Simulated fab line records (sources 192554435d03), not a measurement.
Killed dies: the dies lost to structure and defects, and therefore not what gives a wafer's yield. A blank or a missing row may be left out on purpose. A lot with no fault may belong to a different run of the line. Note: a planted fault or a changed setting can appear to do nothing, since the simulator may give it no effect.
The tool behind it: which one? ; flow n5 finfet ; 8 lots, 24 wafers sampled, at 7 steps of a route of 1938

## WHAT THE GAUGES SHOWED, per wafer
N5_MOL_CONTACT_COAG_OVL_MEAS_85.
lot;measured;on;VG_OVL (nm)
L104;day 5 17:59;overlay-02;-0.5 -0.7 -0.7
L108;day 6 18:52;overlay-01;-1.3 -0.6 0.0
L114;day 8 03:13;overlay-01;-0.4 -0.5 0.4
L116;day 8 11:50;overlay-01;0.2 0.5 0.7
L122;day 10 02:50;overlay-02;0.3 0.6 -0.2
L123;day 10 10:37;overlay-02;-0.6 -1.3 -0.1
L124;day 10 14:11;overlay-01;-0.4 -0.5 -0.3
L125;day 10 20:19;overlay-01;0.4 0.7 -0.7

N5_MOL_CONTACT_COAG_CD_MEAS_137: the cd target is 16 nm.
lot;measured;on;cd nm (nm)
L104;day 5 18:53;cd sem-03;16.14 15.91 15.64
L108;day 6 19:46;cd sem-03;16.20 15.91 15.71
L114;day 8 04:07;cd sem-03;16.12 15.93 16.28
L116;day 8 13:01;cd sem-03;15.55 15.45 16.04
L122;day 10 04:02;cd sem-03;- - -
L123;day 10 11:33;cd sem-02;- - -
L124;day 10 15:07;cd sem-03;- - -
L125;day 10 21:13;cd sem-02;16.07 15.97 15.69

N5_BEOL_M4_RC_MEAS_101.
lot;measured;on;DIBL_N (mV/V);DIBL_P (mV/V);IOFF_N (nA/um);IOFF_P (nA/um);ION_N (uA/um);ION_P (uA/um);SS_N (mV/dec);SS_P (mV/dec);VT_N (mV);VT_P (mV)
L104;day 8 17:36;prober-01;36.9 34.8 37.4;37.8 34.3 37.7;0.177 0.138 0.188;0.222 0.175 0.220;669 678 690;460 463 466;71.7 70.9 71.8;73.2 73.1 74.0;248.6 253.1 247.8;-249 -252 -250
L108;day 9 20:58;prober-01;36.2 35.4 36.4;36.6 34.5 37.0;0.161 0.140 0.168;0.244 0.202 0.238;670 670 679;472 462 470;71.7 71.5 71.6;74.0 72.5 73.5;248.0 250.6 248.6;-245 -246 -246
L114;day 11 04:09;prober-01;35.7 37.9 36.0;35.4 37.3 35.4;0.134 0.174 0.140;0.212 0.239 0.210;666 681 675;469 465 468;70.7 72.1 71.0;72.5 73.1 72.9;251.2 249.5 249.9;-249 -246 -249
L116;day 11 20:25;prober-02;36.8 36.1 36.4;37.4 36.8 36.4;0.157 0.154 0.155;0.227 0.219 0.219;668 678 678;458 468 469;72.0 71.6 70.4;74.0 73.4 73.7;251.6 250.2 251.5;-247 -249 -249
L125;day 13 16:08;prober-02;37.0 36.4 36.7;36.3 36.3 36.4;0.169 0.166 0.173;0.218 0.213 0.222;677 682 680;459 464 464;72.2 71.4 72.0;72.9 74.0 73.8;249.2 247.6 247.2;-251 -252 -249

## WHICH TOOL RAN EACH LOT (tool, then ch and the chambers of the sampled wafers, then the start)
lot;N5_MOL_CONTACT_COAG_ETCH_90;N5_MOL_CONTACT_COAG_ALD_131;N5_MOL_CONTACT_COAG_VIA_ETCH_46;N5_MOL_CONTACT_COAG_ETCH_47
L104;rie diel-06 ch 0,3, day 5 18:07;ald sin-03 ch 0,1, day 5 18:12;rie diel-01 ch 0,2,3, day 5 18:32;rie diel-01 ch 0,2,3, day 5 18:38
L108;rie diel-06 ch 0,1, day 6 19:01;ald sin-03 ch 0,2,3, day 6 19:05;rie diel-01 ch 1,2, day 6 19:26;rie diel-01 ch 1,2, day 6 19:32
L114;rie diel-02 ch 1,3, day 8 03:22;ald sin-02 ch 1,3, day 8 03:26;rie diel-06 ch 0,1, day 8 03:46;rie diel-06 ch 0,1, day 8 03:53
L116;rie diel-02 ch 2,3, day 8 11:59;ald sin-03 ch 0,1,2, day 8 12:20;rie diel-02 ch 1,2,3, day 8 12:40;rie diel-02 ch 1,2,3, day 8 12:47
L122;rie diel-06 ch 0,1,2, day 10 03:17;ald sin-02 ch 0,1,2, day 10 03:22;rie diel-01 ch 0,2,3, day 10 03:42;rie diel-01 ch 0,2,3, day 10 03:49
L123;rie diel-01 ch 0,1,2, day 10 10:46;ald sin-02 ch 0,1,3, day 10 10:50;rie diel-06 ch 0,2,3, day 10 11:13;rie diel-06 ch 0,2,3, day 10 11:20
L124;rie diel-06 ch 1,2,3, day 10 14:22;ald sin-01 ch 0,2,3, day 10 14:26;rie diel-01 ch 0,2,3, day 10 14:47;rie diel-01 ch 0,2,3, day 10 14:53
L125;rie diel-01 ch 0,1, day 10 20:28;ald sin-02 ch 0,2,3, day 10 20:32;rie diel-02 ch 2,3, day 10 20:53;rie diel-02 ch 2,3, day 10 20:59
- N5_MOL_CONTACT_COAG_ETCH_90: etches SiARC in CF4, target depth 13 nm, time 21.7 s.
- N5_MOL_CONTACT_COAG_ALD_131: deposits SiO2, target thk 5 nm, pulse time 1 s, co reactant pulse time 1 s.
- N5_MOL_CONTACT_COAG_VIA_ETCH_46: etches SiO2 in C4F6/O2, target depth 46 nm, overetch 9.2 nm, time 40 s.
- N5_MOL_CONTACT_COAG_ETCH_47: etches SiNx in CH3F/O2, stops on W, target depth 27 nm.

## WHAT THE TOOLS THEMSELVES READ (means of the sampled wafers that have a number; where no wafer has one, the mark that the record gives instead)
N5_MOL_CONTACT_COAG_ETCH_90.
lot;tool;bias w (W);cf4 flow sccm (sccm);drypump motor current A (A);etch rf on time s (s);oes product au (a.u.);rf vpp V (V);showerhead plenum p Torr (Torr);throttle valve pct (%)
L104;rie diel-06;35.97;99.6;6.2;21.42;0.73;184.3;2.14;15.65
L108;rie diel-06;36.00;100.0;5.5;21.53;0.81;182.8;2.10;15.33
L114;rie diel-02;36.05;100.1;6.3;21.60;0.62;183.3;2.15;15.63
L116;rie diel-02;35.96;100.3;6.0;21.34;0.66;183.5;2.18;15.47
L122;rie diel-06;36.02;100.1;5.4;21.60;0.71;184.1;2.13;15.58
L123;rie diel-01;35.95;100.0;5.4;21.84;0.63;184.0;2.16;15.78
L124;rie diel-06;35.92;99.8;5.6;21.64;0.67;184.2;2.15;15.76
L125;rie diel-01;35.87;99.9;5.6;22.00;0.67;184.2;2.18;15.58

N5_MOL_CONTACT_COAG_ALD_131.
lot;tool;heater power w (W);precursor pulse height rel
L104;ald sin-03;64;1.019
L108;ald sin-03;72;0.992
L114;ald sin-02;80;1.010
L116;ald sin-03;67;0.998
L122;ald sin-02;74;0.989
L123;ald sin-02;79;1.000
L124;ald sin-01;76;1.028
L125;ald sin-02;82;1.001

N5_MOL_CONTACT_COAG_VIA_ETCH_46.
lot;tool;C4F6_flow_sccm (sccm);O2_flow_sccm (sccm);drypump motor current A (A);oes product au (a.u.);rf vpp V (V);showerhead plenum p Torr (Torr);throttle valve pct (%)
L104;rie diel-01;10.007;10.01;5.6;0.68;1578;2.87;41.03
L108;rie diel-01;9.967;10.04;5.4;0.73;1592;2.97;40.93
L114;rie diel-06;10.007;10.01;5.3;0.82;1574;2.79;40.77
L116;rie diel-02;9.993;10.00;6.2;0.66;1584;2.88;40.82
L122;rie diel-01;-;-;-;-;-;-;-
L123;rie diel-06;-;-;-;-;-;-;-
L124;rie diel-01;-;-;-;-;-;-;-
L125;rie diel-02;9.966;9.99;6.0;0.66;1593;2.82;40.85

N5_MOL_CONTACT_COAG_ETCH_47.
lot;tool;CH3F_flow_sccm (sccm);O2_flow_sccm (sccm);drypump motor current A (A);etch rf on time s (s);oes product au (a.u.);rf vpp V (V);showerhead plenum p Torr (Torr);throttle valve pct (%)
L104;rie diel-01;29.96;19.93;5.6;31.4;0.67;295.3;2.02;16.50
L108;rie diel-01;30.02;19.98;5.4;30.7;0.74;297.3;2.10;16.29
L114;rie diel-06;29.94;19.94;5.2;31.0;0.82;294.8;1.96;16.11
L116;rie diel-02;30.06;19.97;6.2;31.3;0.67;297.1;2.03;16.31
L122;rie diel-01;29.98;19.99;5.6;50.8;0.27;295.3;2.01;16.54
L123;rie diel-06;29.99;19.99;5.8;50.8;0.30;296.1;2.01;16.45
L124;rie diel-01;29.93;19.98;5.6;50.8;0.27;295.0;2.01;16.54
L125;rie diel-02;29.98;19.98;5.9;30.9;0.67;298.4;1.98;16.27

## THE ANSWER, worked out from the rows above alone
Rule: the usual values come from the lots themselves. The widest of any qualifying gaps counts: lots, ordered by their means at a reading, are off when they make up no more than a third of the lots, leave a main group of 4 or more, and stand apart from it by 3 or more times the standard deviation of that group's means. A main group whose means are all the same, to the digits that the tables above print for the reading, isn't used. Also off: a lot with no number at a reading for which 4 or more lots have one. Where the step has rows for the other lots, those lots are counted as sound. The gauges are gone through in route order, then the tools' own readings, and for those a lot's mean is taken as printed above. The first step at which some lot is off is used, and at that step the reading that is off furthest; a lot without a number counts as furthest.
Off at N5_MOL_CONTACT_COAG_CD_MEAS_137 (cd nm): L122, L123, L124. Without a number there: L122, L123, L124. Mean 15.91 nm and standard deviation 0.14 in the main group.
If a tool, at a process step before that reading, ran all the lots that are off and no sound lot after the first of them, it fits. The gauges at N5_MOL_CONTACT_COAG_CD_MEAS_137 aren't tried: what is off there is off at N5_MOL_CONTACT_COAG_VIA_ETCH_46 too, on other tools, and a gauge's error can't cause that. Not one of the candidates tried fits.

## WHAT THE SIMULATOR HAD PUT IN
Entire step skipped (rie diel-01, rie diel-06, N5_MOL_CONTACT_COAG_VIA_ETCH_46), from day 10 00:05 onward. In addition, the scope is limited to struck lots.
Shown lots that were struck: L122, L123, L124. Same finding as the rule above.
